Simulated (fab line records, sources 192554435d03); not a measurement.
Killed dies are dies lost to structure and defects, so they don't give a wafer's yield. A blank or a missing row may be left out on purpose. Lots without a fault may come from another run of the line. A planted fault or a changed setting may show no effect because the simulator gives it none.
Problem report in the 8D (eight disciplines) form, filled by code | flow n5_finfet | the parts of the form that need people (team, actions taken, sign-off) are left out

1. THE PROBLEM
M15_THK at N5_BEOL_M15_THK_MEAS_50 reads a mean of 1452 nm on 2 wafers of 2 lots; wafers without a fault read 849 nm with a standard deviation of 23. That is +26 standard deviations from the usual mean.
The step: measures by xrf.
First seen on wafer L239.2, day 14 06:26, on film_metro-02. The record holds 29 wafers of 10 lots with a number at this step. Rule for "out", or "out of limits": more than 4 standard deviations from the usual mean. The other wafers with a number count as sound.

2. WHAT IT IS AND WHAT IT IS NOT
question                    | is                           | is not
which readings at this step | M15_THK                      | -
which lots                  | L239, L244                   | L229, L231, L232, L237, L245, L246, L250, L252
which wafers of those lots  | L239.2, L244.6               | L239.3, L239.5, L244.4, L244.5
read on which gauges        | film_metro-01, film_metro-02 | -
when                        | from day 14 06:26            | up to then (14 sound wafers); but 13 sound wafers of L244, L245, L246, L250, L252 came after

3. SUSPECTS, AND WHAT RULES EACH OUT
Counting: a tool at a process step up to the reading stays a suspect if it ran every lot that is out. Sound lots after the first of them don't rule it out here, since some wafers of a struck lot are sound.
- the gauge at N5_BEOL_M15_THK_MEAS_50: ruled out. The wafers that are out were read on 2 gauges (film_metro-01, film_metro-02).
- rie_diel-01 at N5_BEOL_M15_TRENCH_ETCH_34 (etches SiO2 in C4F8/O2/Ar, target depth 872.93 nm, time 199 s): kept. It ran every lot that is out, first L239 (day 14 02:41); its last sound lot up to then is L237 (day 13 18:26).
- Within rie_diel-01 at N5_BEOL_M15_TRENCH_ETCH_34: the wafers that are out ran in chamber 0; their sound lot-mates ran in chambers 1, 3.
Left after counting: rie_diel-01 at N5_BEOL_M15_TRENCH_ETCH_34.

4. THE CAUSE (what the simulator had put in)
Process parameter drift: rie_diel-01, from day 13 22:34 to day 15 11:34, at N5_BEOL_M15_TRENCH_ETCH_34. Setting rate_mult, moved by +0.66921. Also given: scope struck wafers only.
Counting left only this tool.

5. THE CHAIN OF EFFECTS, in route order
Each row: a reading whose mean over the struck wafers that have a number lies more than 3 standard deviations from the usual. Only readings for which the record gives a usual standard deviation are gone through. hours: the time from each lot's start at the first step in this table that gives one to its start at this step, as a median over the lots. sigmas: the change in usual standard deviations.
hours | step                    | reading | usual         | on struck wafers | change  | sigmas
0     | N5_BEOL_M15_THK_MEAS_50 | M15_THK | 849 nm        | 1452             | +602    | +26
0     | N5_BEOL_M15_RS_MEAS_54  | M15_RS  | 0.0216 ohm/sq | 0.0126           | -0.0090 | -18

6. WHAT WOULD HAVE CAUGHT IT SOONER
In this record the first reading out of limits at a measuring or inspecting step was taken at day 14 06:26, 8 hours after the fault began at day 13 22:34.
Of the tool readings at N5_BEOL_M15_TRENCH_ETCH_34 for which the record gives a usual standard deviation, none was out on any struck wafer, so an alarm limit of 4 standard deviations on them would not have fired.
Of the lots that are out (2), L244 began N5_BEOL_M15_TRENCH_ETCH_34 on rie_diel-01 after day 14 06:26. A hold on the tool at that time would have spared it.
